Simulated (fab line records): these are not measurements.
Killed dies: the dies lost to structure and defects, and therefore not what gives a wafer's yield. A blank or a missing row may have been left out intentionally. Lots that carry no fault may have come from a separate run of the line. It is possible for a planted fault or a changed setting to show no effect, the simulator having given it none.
Chamber matching ; flow n5-finfet ; N5_BEOL_M0_SAQP_STRIP_108 on rie-diel-03: 4 sister chambers
The step strips in N2/H2. 16 wafers are shown with their chamber, then 7 later ones without.

## WAFERS PAIRED WITH THEIR CHAMBERS
wafer;chamber;showerhead-plenum-p-Torr (Torr);oes-product-au (a.u.);chamber-pressure-mTorr (mTorr)
L077.1;1;3.34;0.72;49.97
L077.3;0;3.53;0.95;49.91
L077.6;2;3.40;0.83;50.02
L079.1;2;3.40;0.82;49.99
L079.4;0;3.53;0.96;49.99
L080.3;1;3.34;0.73;49.92
L080.4;0;3.53;0.95;49.96
L080.5;0;3.53;0.95;50.02
L081.2;1;3.34;0.73;49.94
L081.3;2;3.40;0.82;50.03
L081.5;0;3.53;0.95;49.97
L083.3;3;3.28;0.83;50.01
L083.4;2;3.40;0.81;50.06
L083.5;0;3.52;0.93;50.02
L086.1;3;3.28;0.83;50.00
L086.2;0;3.52;0.92;49.98

SIGNATURES, as means of the wafers listed above
reading;chamber 0;chamber 1;chamber 2;chamber 3;scatter within a chamber
showerhead-plenum-p-Torr;3.5271;3.3400;3.4000;3.2800;0.00345
oes-product-au;0.9443;0.7267;0.8200;0.8300;0.0109
chamber-pressure-mTorr;49.9786;49.9433;50.0250;50.0050;0.0323
Rule: a wafer lies at a distance from a chamber equal to the root of the sum of squares, over the readings, of (its reading less the chamber's mean, divided by the reading's scatter). The wafer belongs to the nearest chamber; if the next one is less than 2 further off, it can't be placed. The scatter: take each reading less its chamber's mean, square it, sum over the shown wafers, divide by the number of wafers less the number of chambers, and take the root.

## WAFERS WHOSE CHAMBER IS MISSING
wafer;showerhead-plenum-p-Torr (Torr);oes-product-au (a.u.);chamber-pressure-mTorr (mTorr)
L086.3;3.33;0.72;50.03
L089.2;3.39;0.81;50.05
L089.3;3.28;0.83;49.89
L089.6;3.28;0.82;49.99
L094.2;3.39;0.81;49.94
L094.3;3.51;0.90;49.97
L094.5;3.39;0.80;50.03

## THE CHAMBER EACH PASSED THROUGH
wafer;from the rows above;in truth
L086.3;1;1
L089.2;2;2
L089.3;3;3
L089.6;3;3
L094.2;2;2
L094.3;0;0
L094.5;2;2
Placed correctly: 7 of 7. Can't be placed from these rows: 0. Placed wrongly: 0.
